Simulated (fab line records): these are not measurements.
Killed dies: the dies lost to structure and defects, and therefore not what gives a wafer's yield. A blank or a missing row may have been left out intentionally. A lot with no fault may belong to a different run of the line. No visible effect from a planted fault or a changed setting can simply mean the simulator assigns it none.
Which tool did it? -- flow n5 finfet -- Sampling: 24 lots, 72 wafers, 6 of 1938 route steps

== WHAT THE GAUGES READ, wafer by wafer ==
N5_BEOL_M6_CD_MEAS_28 targets a cd of 40 nm. Usual: 40.04 nm for cd nm, sd 0.22.
lot,measured,on,cd nm (nm),flag
L074,day 8 23:32,cd sem-03,40.04 40.22 39.92,
L075,day 9 04:08,cd sem-02,40.07 40.15 40.08,
L076,day 9 12:59,cd sem-03,40.02 39.86 40.26,
L077,day 9 18:04,cd sem-01,39.70 39.78 39.90,
L078,day 10 00:32,cd sem-03,39.96 39.73 40.07,
L079,day 10 16:53,cd sem-01,39.94 39.97 40.42,
L081,day 10 19:06,cd sem-03,39.94 40.02 40.55,
L080,day 10 20:17,cd sem-03,40.37 39.81 40.29,
L082,day 11 00:14,cd sem-02,40.04 39.86 40.31,
L083,day 11 03:24,cd sem-02,39.83 39.77 39.82,
L084,day 11 13:32,cd sem-03,40.02 39.73 40.11,
L085,day 11 21:17,cd sem-01,40.03 40.03 39.75,
L086,day 12 00:43,cd sem-01,40.13 39.87 40.20,
L087,day 12 00:53,cd sem-03,40.01 40.19 39.79,
L089,day 13 06:51,cd sem-01,39.78 39.97 39.76,
L088,day 13 07:45,cd sem-03,40.12 40.05 40.09,
L090,day 13 10:07,cd sem-02,39.80 39.99 40.13,
L093,day 13 13:29,cd sem-03,40.28 39.91 40.23,
L091,day 13 13:32,cd sem-01,39.95 40.28 40.02,
L096,day 14 19:53,cd sem-01,39.71 39.99 39.78,
L092,day 15 06:35,cd sem-03,40.22 39.78 40.45,
L095,day 15 06:37,cd sem-02,39.62 40.11 40.31,
L094,day 15 07:02,cd sem-01,40.06 40.01 40.51,
L097,day 15 08:33,cd sem-03,40.32 40.53 40.20,

N5_BEOL_M6_RS_MEAS_57: measures by four-point-probe. Usual: M6_RS 0.286 ohm/sq, standard deviation 0.0081.
lot,measured,on,M6_RS (ohm/sq),flag
L074,day 9 02:47,film metro-01,0.286 0.276 0.281,
L075,day 9 07:10,film metro-01,0.296 0.290 0.306,
L076,day 9 16:20,film metro-01,0.293 0.294 0.292,
L077,day 10 00:14,film metro-02,0.290 0.283 0.285,
L078,day 10 03:37,film metro-01,0.281 0.275 0.285,
L079,day 10 19:46,film metro-01,0.281 0.290 0.286,
L081,day 10 23:04,film metro-02,0.288 0.284 0.287,
L080,day 10 23:53,film metro-02,0.274 0.285 0.285,
L082,day 11 05:34,film metro-02,0.297 0.289 0.301,
L083,day 11 07:28,film metro-01,0.297 0.293 0.294,
L084,day 11 17:48,film metro-02,0.294 0.277 0.284,
L085,day 12 02:44,film metro-01,0.292 0.288 0.279,
L086,day 12 04:47,film metro-01,0.280 0.284 0.281,
L087,day 12 05:04,film metro-01,0.295 0.298 0.299,
L089,day 13 11:22,film metro-02,0.293 0.292 0.291,
L088,day 13 11:58,film metro-01,0.278 0.289 0.284,
L090,day 13 13:18,film metro-02,0.281 0.271 0.275,
L093,day 13 16:39,film metro-01,0.290 0.301 0.295,
L091,day 13 16:41,film metro-02,0.293 0.276 0.273,
L096,day 15 00:50,film metro-02,0.284 0.287 0.297,
L092,day 15 10:08,film metro-02,0.308 0.288 0.287,
L095,day 15 10:26,film metro-01,0.274 0.273 0.278,
L094,day 15 11:28,film metro-02,0.293 0.289 0.292,
L097,day 15 11:44,film metro-01,0.276 0.279 0.276,

N5_BEOL_M6_INSPECT_58: inspects for defects (darkfield). Usual: 75 for raw defect count, sd 25.
lot,measured,on,raw defect count,flag
L074,day 9 02:49,defect inspect-01,78 68 44,
L075,day 9 07:11,defect inspect-02,97 65 72,
L076,day 9 16:22,defect inspect-02,109 133 129,
L077,day 10 00:16,defect inspect-01,75 43 64,
L078,day 10 03:46,defect inspect-01,77 52 127,
L079,day 10 19:47,defect inspect-01,45 46 53,
L081,day 10 23:05,defect inspect-01,70 66 42,
L080,day 10 23:55,defect inspect-01,54 75 75,
L082,day 11 05:36,defect inspect-02,67 91 99,
L083,day 11 07:29,defect inspect-02,174 114 101,
L084,day 11 17:49,defect inspect-02,84 124 133,
L085,day 12 02:46,defect inspect-02,98 97 79,
L086,day 12 04:49,defect inspect-01,83 47 50,
L087,day 12 05:05,defect inspect-02,56 43 54,
L089,day 13 11:23,defect inspect-01,85 94 124,
L088,day 13 12:00,defect inspect-01,91 89 89,
L090,day 13 13:20,defect inspect-01,37 42 47,
L093,day 13 16:41,defect inspect-01,44 37 69,
L091,day 13 16:43,defect inspect-01,48 36 98,
L096,day 15 00:52,defect inspect-02,55 49 76,
L092,day 15 10:10,defect inspect-02,64 88 54,
L095,day 15 10:27,defect inspect-02,78 55 110,
L094,day 15 11:29,defect inspect-01,73 62 63,
L097,day 15 11:46,defect inspect-02,114 77 97,

N5_BEOL_M7_OVL_MEAS_12. Usual: M7_OVL 0.6 nm, standard deviation 0.83.
lot,measured,on,M7_OVL (nm),flag
L074,day 9 05:20,overlay-02,1.1 1.3 0.8,
L075,day 9 09:24,overlay-02,0.1 1.0 0.3,
L076,day 9 18:34,overlay-02,0.4 0.0 0.9,
L077,day 10 02:06,overlay-02,0.8 -0.4 -0.6,
L078,day 10 05:43,overlay-02,0.6 -0.1 1.9,
L079,day 10 22:08,overlay-02,1.1 2.1 1.5,
L081,day 11 01:34,overlay-02,-0.2 0.0 -0.8,
L080,day 11 01:37,overlay-02,-0.5 -0.2 0.2,
L082,day 11 09:25,overlay-02,1.8 1.0 1.0,
L083,day 11 10:23,overlay-02,2.4 1.4 1.5,
L084,day 11 19:41,overlay-01,0.6 0.9 0.8,
L085,day 12 04:38,overlay-02,2.0 1.1 1.9,
L086,day 12 07:16,overlay-01,0.9 0.3 1.0,
L087,day 12 07:29,overlay-02,0.2 0.2 1.5,
L089,day 13 12:41,overlay-02,-0.2 -0.1 -0.5,
L088,day 13 14:38,overlay-01,-0.3 0.2 1.1,
L090,day 13 15:03,overlay-01,0.2 0.8 0.0,
L093,day 13 17:57,overlay-02,0.8 -0.1 1.1,
L091,day 13 19:43,overlay-02,1.2 1.0 1.5,
L096,day 15 02:28,overlay-02,1.1 -0.2 -0.7,
L092,day 15 12:40,overlay-01,-1.2 -0.5 -0.2,
L095,day 15 13:35,overlay-02,0.2 0.5 1.0,
L094,day 15 14:06,overlay-02,-0.7 0.0 0.6,
L097,day 15 14:20,overlay-01,-0.1 0.9 1.4,

== WHAT TOOL EACH LOT RAN ON (gives the tool, then ch and the chambers of the sampled wafers, and finally the start) ==
lot,N5_BEOL_M6_ANNEAL_51,N5_BEOL_M7_ILD_DEP_00
L074,"rtp anneal-01 ch 0, day 9 02:09","pecvd-01 ch 0,1, day 9 02:50"
L075,"rtp anneal-02 ch 0, day 9 06:26","pecvd-03 ch 0,1,2, day 9 07:13"
L076,"rtp anneal-02 ch 0, day 9 15:43","pecvd-01 ch 0,2, day 9 16:25"
L077,"rtp anneal-02 ch 0, day 9 23:30","pecvd-02 ch 1,2, day 10 00:18"
L078,"rtp anneal-02 ch 0, day 10 02:57","pecvd-02 ch 1,2, day 10 03:51"
L079,"rtp anneal-02 ch 0, day 10 19:04","pecvd-01 ch 0,2, day 10 19:49"
L081,"rtp anneal-02 ch 0, day 10 22:19","pecvd-02 ch 0,2, day 10 23:07"
L080,"rtp anneal-02 ch 0, day 10 23:07","pecvd-03 ch 0,1,2, day 10 23:56"
L082,"rtp anneal-01 ch 0, day 11 04:49","pecvd-02 ch 0,1,2, day 11 05:39"
L083,"rtp anneal-02 ch 0, day 11 06:48","pecvd-03 ch 0,1, day 11 07:32"
L084,"rtp anneal-01 ch 0, day 11 16:48","pecvd-01 ch 0,1,2, day 11 17:52"
L085,"rtp anneal-01 ch 0, day 12 01:50","pecvd-03 ch 1,2, day 12 02:47"
L086,"rtp anneal-02 ch 0, day 12 04:02","pecvd-01 ch 0,1,2, day 12 04:51"
L087,"rtp anneal-02 ch 0, day 12 04:18","pecvd-01 ch 0,1, day 12 05:08"
L089,"rtp anneal-01 ch 0, day 13 10:41","pecvd-01 ch 0,1,2, day 13 11:25"
L088,"rtp anneal-01 ch 0, day 13 11:14","pecvd-02 ch 0,2, day 13 12:02"
L090,"rtp anneal-01 ch 0, day 13 12:37","pecvd-01 ch 0,1, day 13 13:22"
L093,"rtp anneal-02 ch 0, day 13 15:56","pecvd-01 ch 0,1, day 13 16:43"
L091,"rtp anneal-01 ch 0, day 13 16:00","pecvd-02 ch 0,2, day 13 16:46"
L096,"rtp anneal-02 ch 0, day 15 00:08","pecvd-01 ch 1,2, day 15 00:53"
L092,"rtp anneal-02 ch 0, day 15 09:25","pecvd-03 ch 1,2, day 15 10:13"
L095,"rtp anneal-02 ch 0, day 15 09:44","pecvd-02 ch 1,2, day 15 10:29"
L094,"rtp anneal-01 ch 0, day 15 10:50","pecvd-03 ch 0,1,2, day 15 11:32"
L097,"rtp anneal-01 ch 0, day 15 11:04","pecvd-01 ch 0,1, day 15 11:48"
- N5_BEOL_M6_ANNEAL_51: time 90 s.
- N5_BEOL_M7_ILD_DEP_00: deposits SiCOH lowk from DEMS/porogen, target thk 179.75 nm, time 33.4 s.

== WHAT THE TOOLS THEMSELVES READ (means of the sampled wafers that have a number; where no wafer has one, the mark that the record gives instead) ==
N5_BEOL_M6_ANNEAL_51. Usual: 225.85 for wafer_temp_C_max, sd 0.27.
lot,tool,wafer_temp_C_max,flag
L074,rtp anneal-01,226.21,
L075,rtp anneal-02,225.51,
L076,rtp anneal-02,225.78,
L077,rtp anneal-02,225.64,
L078,rtp anneal-02,225.91,
L079,rtp anneal-02,225.73,
L081,rtp anneal-02,225.75,
L080,rtp anneal-02,225.62,
L082,rtp anneal-01,226.09,
L083,rtp anneal-02,225.82,
L084,rtp anneal-01,226.10,
L085,rtp anneal-01,226.08,
L086,rtp anneal-02,225.81,
L087,rtp anneal-02,225.82,
L089,rtp anneal-01,225.84,
L088,rtp anneal-01,226.21,
L090,rtp anneal-01,226.30,
L093,rtp anneal-02,225.57,
L091,rtp anneal-01,225.75,
L096,rtp anneal-02,225.88,
L092,rtp anneal-02,225.65,
L095,rtp anneal-02,225.74,
L094,rtp anneal-01,226.09,
L097,rtp anneal-01,225.84,

N5_BEOL_M7_ILD_DEP_00. Usual: heater power w 298 W, standard deviation 49; rf fwd power W 495.2 W, standard deviation 2.2; showerhead plenum p Torr 5.739 Torr, standard deviation 0.017; showerhead vpp V 1393 V, standard deviation 62; throttle valve pct 13.6 %, standard deviation 0.73.
lot,tool,heater power w (W),rf fwd power W (W),showerhead plenum p Torr (Torr),showerhead vpp V (V),throttle valve pct (%),flag
L074,pecvd-01,339,495.7,5.744,1343,14.0,
L075,pecvd-03,326,494.0,5.741,1458,14.0,
L076,pecvd-01,269,494.5,5.745,1373,13.3,
L077,pecvd-02,243,495.6,5.723,1389,13.5,
L078,pecvd-02,287,498.1,5.737,1352,12.9,
L079,pecvd-01,274,495.2,5.756,1364,13.3,
L081,pecvd-02,290,498.0,5.744,1361,13.0,
L080,pecvd-03,284,495.8,5.737,1451,13.3,
L082,pecvd-02,256,496.1,5.732,1412,13.7,
L083,pecvd-03,319,496.7,5.730,1447,13.5,
L084,pecvd-01,329,494.2,5.739,1343,13.7,
L085,pecvd-03,296,497.6,5.732,1450,13.1,
L086,pecvd-01,310,494.5,5.745,1348,13.8,
L087,pecvd-01,320,496.0,5.749,1336,14.0,
L089,pecvd-01,300,495.0,5.746,1365,13.6,
L088,pecvd-02,263,495.0,5.755,1362,13.3,
L090,pecvd-01,308,494.6,5.736,1335,13.9,
L093,pecvd-01,380,494.4,5.747,1323,14.2,
L091,pecvd-02,287,497.3,5.745,1426,13.8,
L096,pecvd-01,351,494.5,5.741,1340,14.0,
L092,pecvd-03,285,495.1,5.732,1469,13.2,
L095,pecvd-02,237,496.3,5.729,1378,13.4,
L094,pecvd-03,314,495.7,5.741,1465,13.5,
L097,pecvd-01,332,496.2,5.745,1331,14.2,

== THE ANSWER, worked out from the rows above alone ==
Rule: a lot counts as off when the mean over its wafers that have a number is more than 3 standard deviations away from the usual mean. A lot without any number at a reading at which 4 lots or more have one is off too. All remaining lots with rows at the step are treated as sound. After the gauges, taken in route order, come the tools' own readings; for these a lot's mean is taken, as printed above. The first step at which some lot is off is used, and at that step the reading that is off furthest; a lot without a number counts as furthest.
Nothing can be told from this: no lot is off at any reading shown.

== WHAT HAD BEEN PUT IN BY THE SIMULATOR ==
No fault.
